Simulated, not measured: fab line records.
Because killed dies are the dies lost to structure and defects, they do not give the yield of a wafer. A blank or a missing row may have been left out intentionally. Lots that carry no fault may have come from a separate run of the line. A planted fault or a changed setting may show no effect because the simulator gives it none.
fab line records	flow n5-finfet
record: lots: 7	wafers: 39
route steps=1938 shown PMOS_HMC_CHANNEL_EPI@78 FIN_SAQP@134 DUMMY_GATE@220 SD_EPI_N@293 SD_EPI_P@295 MOL_CONTACT_COAG@541
start-h: hours from the record's opening day to when the first of the lot's shown wafers began	wait-h: hours since the lot's step before	" unchanged from the row above	L1.1+2: a single row standing in for several wafers	- value missing, or start not given	* or withheld: withheld	< > ~ a bound
route shown NAME@n: names a module that has steps shown in the file, with the first one's number in the route	usual: the fault-free wafers' mean and standard deviation	same: alike in all rows	chamber/n: place in a boat	sites: the reading at each site	_std_site: standard deviation across them	_edge_site: outer sites' mean less inner sites'	radius-mm: for every site, how far away it sits from the centre of the wafer	mask NAME#n: copy n	behind: the tool/chamber that last shaped the wafer	hold: why the lot went on hold/how many hours it stayed there/how the hold came to an end	device: the n, p or np transistor that did not switch	end of line: the route-end tests of the same wafers	a step given without rows: its recipe and nothing more	killed: at the first sort, the dies lost to defects and structure; wafer yield is something else	map: per-die view of a wafer (x killed, . not killed, _ where there is no die)
set.NAME: the setting the step ran with; set.NAME@STEP: the setting that earlier step ran with	model.NAME: the simulator's own value behind a step, which no gauge read
lots with deliberately changed settings; one table per step, one row per wafer
== steps ==
step: N5_PMOS_HMC_CHANNEL_EPI_EPI_20
recipe: material: SiGe30	mask-material: SiO2	pressure-torr: 20	target-thk-a: 590	temp-c: 600
lot.wafer	tool	chamber	start-h	wait-h	set.temp-c	model.SiGe30_of_PMOS_HMC_CHANNEL_EPI_EPI_20.thk-nm
L079.1	epi-rpcvd-01	0	49.00	0.0	600	57.76
L079.2	"	0	"	"	600	58.26
L079.3	"	0	"	"	600	58.25
L080.1	epi-rpcvd-03	0	54.30	0.0	600	59.59
L080.2	"	0	"	"	600	59.79
L080.3	"	0	"	"	603.5	62.87
L080.4	"	0	"	"	600	59.25
L080.5	"	0	"	"	603.5	63.24
L080.6	"	0	"	"	603.5	62.41
L081.1	epi-rpcvd-02	0	60.25	0.0	600	57.23
L081.2	"	0	"	"	605.5	64.67
L081.3	"	0	"	"	605.5	64.15
L081.4	"	0	"	"	605.5	64.98
L081.5	"	0	"	"	600	58.27
L081.6	"	0	"	"	600	57.87
L082.1	epi-rpcvd-01	0	66.23	0.0	602.3	60.28
L082.2	"	0	"	"	600	58.69
L082.3	"	0	"	"	600	57.47
L082.4	"	0	"	"	600	58.77
L082.5	"	0	"	"	602.3	60.23
L082.6	"	0	"	"	602.3	60.71
L089.1	epi-rpcvd-02	0	108.56	0.0	600	58.9
L089.2	"	0	"	"	600	58.86
L089.3	"	0	"	"	603.1	61.79
L089.4	"	0	"	"	600	59.1
L089.5	"	0	"	"	603.1	61.83
L089.6	"	0	"	"	603.1	62.26
L090.1	epi-rpcvd-03	0	114.23	0.0	600	59.24
L090.2	"	0	"	"	600	59.16
L090.3	"	0	"	"	600	59.98
L090.4	"	0	"	"	600	59.28
L090.5	"	0	"	"	600	59.53
L090.6	"	0	"	"	600	58.98
L097.1	epi-rpcvd-01	0	157.96	0.0	600	57.83
L097.2	"	0	"	"	600	57.73
L097.3	"	0	"	"	604	62.18
L097.4	"	0	"	"	604	62.78
L097.5	"	0	"	"	600	57.29
L097.6	"	0	"	"	604	62.19
step: N5_FIN_SAQP_ETCH_69
recipe: chemistry: N2/H2	target: SOC	target-depth-a: 1500	stop-on: SiNx	ion-energy-ev: 100	bias-w: 61	pressure-mtorr: 30	source-w: 850	n2-flow-sccm: 200	h2-flow-sccm: 200
lot.wafer	tool	chamber	start-h	wait-h	set.target-depth-a	model.SOC_of_FIN_SAQP_COAT_68.thk-nm
L079.1	rie-diel-05	0	56.66	-	1500	5.6
L079.2	"	1	"	"	1500	4.4
L079.3	"	3	"	"	1500	5.4
L080.1	rie-diel-05	0	60.76	-	1500	7.4
L080.2+3+6	"	1,2,0	"	"	1634	0
L080.4	"	3	"	"	1500	4.8
L080.5	"	3	"	"	1500	4
L081.1+3+5	rie-diel-04	0,2,3	67.06	-	1593	0
L081.2	"	3	"	"	1500	0.8
L081.4	"	1	"	"	1500	3
L081.6	"	2	"	"	1500	1
L082.1	rie-diel-04	2	72.88	-	1335	12
L082.2	"	3	"	"	1335	11.4
L082.3	"	0	"	"	1335	14.6
L082.4	"	2	"	"	1500	2.4
L082.5	"	3	"	"	1500	0.2
L082.6	"	0	"	"	1500	4.4
L089.1	rie-diel-05	0	114.84	-	1500	9.4
L089.2	"	3	"	"	1372	14.4
L089.3	"	1	"	"	1372	12
L089.4	"	3	"	"	1500	6
L089.5	"	0	"	"	1372	16.8
L089.6	"	1	"	"	1500	4.2
L090.1	rie-diel-05	1	121.96	-	1500	5.6
L090.2+3	"	3,0	"	"	1586	2.2
L090.4	"	0	"	"	1500	9.2
L090.5	"	1	"	"	1500	4.8
L090.6	"	3	"	"	1586	1.4
L097.1	rie-diel-05	1	165.58	-	1500	4
L097.2+4	"	2,3	"	"	1566	0
L097.3	"	0	"	"	1566	1.6
L097.5	"	0	"	"	1500	6.8
L097.6	"	1	"	"	1500	3.2
step: N5_DUMMY_GATE_HM_DEP_06
recipe: material: SiNx	target-thk-a: 800	precursor: DCS/NH3	temp-c: 700	pressure-mtorr: 300	time-s: 5141
lot.wafer	tool	chamber	start-h	wait-h	set.target-thk-a	model.SiNx_of_DUMMY_GATE_HM_DEP_06.thk-nm
L079.1	lpcvd-01	1/65	72.46	0.0	800	79.4
L079.2	"	1/70	"	"	800	79.2
L079.3	"	1/75	"	"	800	79
L080.1+2+4+6	-	-	-	0.0	800	80.8
L080.3	"	-	"	"	800	80
L080.5	"	-	"	"	800	79.8
L081.1	-	-	-	0.0	874.6	88
L081.2	"	-	"	"	874.6	87.4
L081.3	"	-	"	"	874.6	87.6
L081.4	"	-	"	"	874.6	88.4
L081.5	"	-	"	"	874.6	88.2
L081.6	"	-	"	"	874.6	87
L082.1+4	-	-	-	0.0	862.2	86.2
L082.2	"	-	"	"	862.2	87
L082.3+5	"	-	"	"	862.2	85.8
L082.6	"	-	"	"	862.2	86
L089.1+6	-	-	-	0.0	800	80
L089.2	"	-	"	"	800	79.8
L089.3	"	-	"	"	800	80.4
L089.4	"	-	"	"	800	79.6
L089.5	"	-	"	"	800	79.4
L090.1+2+3+5	-	-	-	0.0	764.3	76.4
L090.4	"	-	"	"	764.3	76.8
L090.6	"	-	"	"	764.3	76.6
L097.1	-	-	-	1.6	800	81.2
L097.2+5	"	-	"	"	800	80.4
L097.3	"	-	"	"	800	80.8
L097.4	"	-	"	"	800	80.2
L097.6	"	-	"	"	800	80
step: N5_DUMMY_GATE_ETCH_31
recipe: chemistry: C4F6/O2	target: SiO2	mask-material: SOC	target-depth-a: 825	time-s: 27.5	ion-energy-ev: 250	pressure-mtorr: 30	source-w: 345	bias-w: 185	Ar_flow_sccm: 300	C4F6_flow_sccm: 10	O2_flow_sccm: 10
lot.wafer	tool	chamber	start-h	wait-h	set.target-depth-a	model.etch.depth-nm
L079.1	rie-diel-01	2	77.70	0.2	825	82.85
L079.2	"	0	"	"	825	82.96
L079.3	"	3	"	"	825	83
L080.1	rie-diel-02	1	81.92	0.0	825	83.37
L080.2	"	3	"	"	825	82.36
L080.3	"	0	"	"	825	82.06
L080.4	"	2	"	"	916.5	89.12
L080.5	"	3	"	"	916.5	91
L080.6	"	0	"	"	916.5	91.27
L081.1	rie-diel-02	3	87.74	0.0	825	81.14
L081.2	"	0	"	"	767.7	75.22
L081.3	"	2	"	"	825	79.77
L081.4	"	1	"	"	825	82.76
L081.5	"	2	"	"	767.7	73.86
L081.6	"	1	"	"	767.7	77.12
L082.1	rie-diel-02	0	95.35	0.0	763.3	74.86
L082.2	"	3	"	"	763.3	75.77
L082.3	"	2	"	"	825	79.18
L082.4	"	1	"	"	825	82.81
L082.5	"	1	"	"	825	82.06
L082.6	"	0	"	"	763.3	74.9
L089.1	rie-diel-03	2	136.11	0.1	916	91.99
L089.2	"	1	"	"	825	80.73
L089.3	"	3	"	"	825	84.83
L089.4	"	0	"	"	916	90.61
L089.5	"	1	"	"	916	89.55
L089.6	"	2	"	"	825	82.75
L090.1	rie-diel-02	3	144.09	0.0	887.8	88.15
L090.2	"	2	"	"	825	79.1
L090.3	"	0	"	"	825	85.43
L090.4	"	1	"	"	825	80.89
L090.5	"	1	"	"	887.8	87.72
L090.6	"	0	"	"	887.8	91.45
L097.1	rie-diel-01	3	193.88	0.0	825	82.5
L097.2	"	2	"	"	825	81.64
L097.3	"	1	"	"	825	82.49
L097.4	"	0	"	"	825	81.9
L097.5	"	3	"	"	825	81.91
L097.6	"	2	"	"	825	81.11
step: N5_SD_EPI_N_LINER_46
recipe: material: SiNx	target-thk-a: 30	temp-c: 400	ald-precursor-family: SiH2I2	ald-co-reactant: N2/H2-plasma	pressure-torr: 2
lot.wafer	tool	chamber	start-h	wait-h	set.target-thk-a	model.SiNx_of_SD_EPI_N_LINER_46.thk-nm
L079.1+2+3	ald-sin-04	1,3,0	83.34	0.2	30	3
L080.1+3+5	ald-sin-01	0,3,3	88.89	0.7	30	3
L080.2+4+6	"	2,1,2	"	"	26.07	2.6
L081.1+4+6	ald-sin-01	1,3,3	96.47	0.2	34.73	3.4
L081.2+3+5	"	2,0,2	"	"	30	3
L082.1+3+5	ald-sin-04	2,1,0	101.57	0.2	30	3
L082.2+4+6	"	3,0,1	"	"	26.62	2.6
L089.1+5+6	ald-sin-01	2,2,1	141.68	0.2	32.79	3.2
L089.2+3+4	"	1,0,3	"	"	30	3
L090.1+4+6	ald-sin-01	0,1,2	151.35	0.2	30	3
L090.2+3+5	"	3,2,1	"	"	31.39	3.2
L097.1+2+3	ald-sin-03	0,1,2	202.64	1.0	30	3
L097.4+5+6	"	3,2,1	"	"	26.96	2.6
step: N5_SD_EPI_P_COAT_34
recipe: resist: SOC	temp-c: 250	time-s: 60	spin-rpm: 1500	resist-thk-nm: 350
step: N5_SD_EPI_P_PRECLEAN_52
recipe: chemistry: O3/DIW	time-s: 60	temp-c: 22	o3-ppm: 10
step: N5_SD_EPI_P_SRD_20
recipe: dry: ipa-marangoni	do-ppb: 5	time-s: 30	temp-c: 23	rinse-liquid: diw
step: N5_SD_EPI_P_PRECLEAN_51
recipe: chemistry: NF3:NH3	afs-cycles: 1	temp-c: 30	time-s: 20	sublimation-temp-c: 180	sublimation-time-s: 60	pressure-torr: 3	rf-power-w: 30
lot.wafer	tool	chamber	start-h	wait-h	set.target-thk-a@SD_EPI_N_LINER_46	model.SiNx_of_SD_EPI_N_LINER_46.thk-nm
L079.1+2+3	epi-rpcvd-04	0	85.07	0.0	30	2.6
L080.1+3+5	epi-rpcvd-03	0	90.57	0.0	30	2.6
L080.2+4+6	"	0	"	"	26.07	2.2
L081.1+4+6	epi-rpcvd-01	0	98.21	0.0	34.73	3
L081.2+3+5	"	0	"	"	30	2.6
L082.1+3+5	epi-rpcvd-04	0	103.30	0.0	30	2.6
L082.2+4+6	"	0	"	"	26.62	2.2
L089.1+5	epi-rpcvd-03	0	143.48	0.0	32.79	2.8
L089.2+3+4	"	0	"	"	30	2.6
L089.6	"	0	"	"	32.79	3
L090.1+4+6	epi-rpcvd-04	0	152.95	0.0	30	2.6
L090.2+3+5	"	0	"	"	31.39	2.8
L097.1+2+3	epi-rpcvd-04	0	204.76	0.0	30	2.6
L097.4+5+6	"	0	"	"	26.96	2.2
step: N5_MOL_CONTACT_COAG_IMPLANT_129
recipe: species: Ge	energy-kev: 3	dose-cm2: 6e+14	tilt-deg: 0	rotation-deg: 0
lot.wafer	tool	chamber	start-h	wait-h	set.energy-kev	model.implant.rp-nm	model.implant.drp-nm
L079.1+2+3	implanter-01	0	119.39	0.0	3	6.151	2.134
L080.1+3+6	implanter-02	0	123.52	0.0	3	6.055	2.134
L080.2+4+5	"	0	"	"	3.88	7.001	2.504
L081.1+2+5	implanter-01	0	131.41	0.0	3.412	6.603	2.311
L081.3+4+6	"	0	"	"	3	6.143	2.134
L082.1+3+4	implanter-02	0	138.87	0.0	3.56	6.708	2.373
L082.2+5+6	"	0	"	"	3	6.093	2.134
L089.1+2+5	implanter-01	0	195.53	0.0	3	6.277	2.134
L089.3+4+6	"	0	"	"	2.092	5.153	1.709
L090.1+2+5	implanter-02	0	195.93	0.0	3.908	7.356	2.515
L090.3+4+6	"	0	"	"	3	6.336	2.134
L097.1+4+5	implanter-01	0	239.34	0.0	3.388	6.52	2.301
L097.2+3+6	"	0	"	"	3	6.09	2.134
== key ==
split: step: N5_PMOS_HMC_CHANNEL_EPI_EPI_20	setting: temp-c	stated: 600	by: wafer
response: step: N5_PMOS_HMC_CHANNEL_EPI_EPI_20	reading: model.SiGe30_of_PMOS_HMC_CHANNEL_EPI_EPI_20.thk-nm	change: +6.72	per: 1%	r: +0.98
split: step: N5_FIN_SAQP_ETCH_69	setting: target-depth-a	stated: 1500	by: wafer
response: step: N5_FIN_SAQP_ETCH_69	reading: model.SOC_of_FIN_SAQP_COAT_68.thk-nm	change: -0.778	per: 1%	r: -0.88
split: step: N5_DUMMY_GATE_HM_DEP_06	setting: target-thk-a	stated: 800	by: lot
response: step: N5_DUMMY_GATE_HM_DEP_06	reading: model.SiNx_of_DUMMY_GATE_HM_DEP_06.thk-nm	change: +0.804	per: 1%	r: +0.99
split: step: N5_DUMMY_GATE_ETCH_31	setting: target-depth-a	stated: 825	by: wafer
response: step: N5_DUMMY_GATE_ETCH_31	reading: model.etch.depth-nm	change: +0.78	per: 1%	r: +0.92
split: step: N5_SD_EPI_N_LINER_46	setting: target-thk-a	stated: 30	by: wafer
response: step: N5_SD_EPI_N_LINER_46	reading: model.SiNx_of_SD_EPI_N_LINER_46.thk-nm	change: +0.0302	per: 1%	r: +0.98
response: step: N5_SD_EPI_P_PRECLEAN_51	reading: model.SiNx_of_SD_EPI_N_LINER_46.thk-nm	change: +0.031	per: 1%	r: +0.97
split: step: N5_MOL_CONTACT_COAG_IMPLANT_129	setting: energy-kev	stated: 3	by: wafer
response: step: N5_MOL_CONTACT_COAG_IMPLANT_129	reading: model.implant.rp-nm	change: +0.0341	per: 1%	r: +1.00
response: step: N5_MOL_CONTACT_COAG_IMPLANT_129	reading: model.implant.drp-nm	change: +0.013	per: 1%	r: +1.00
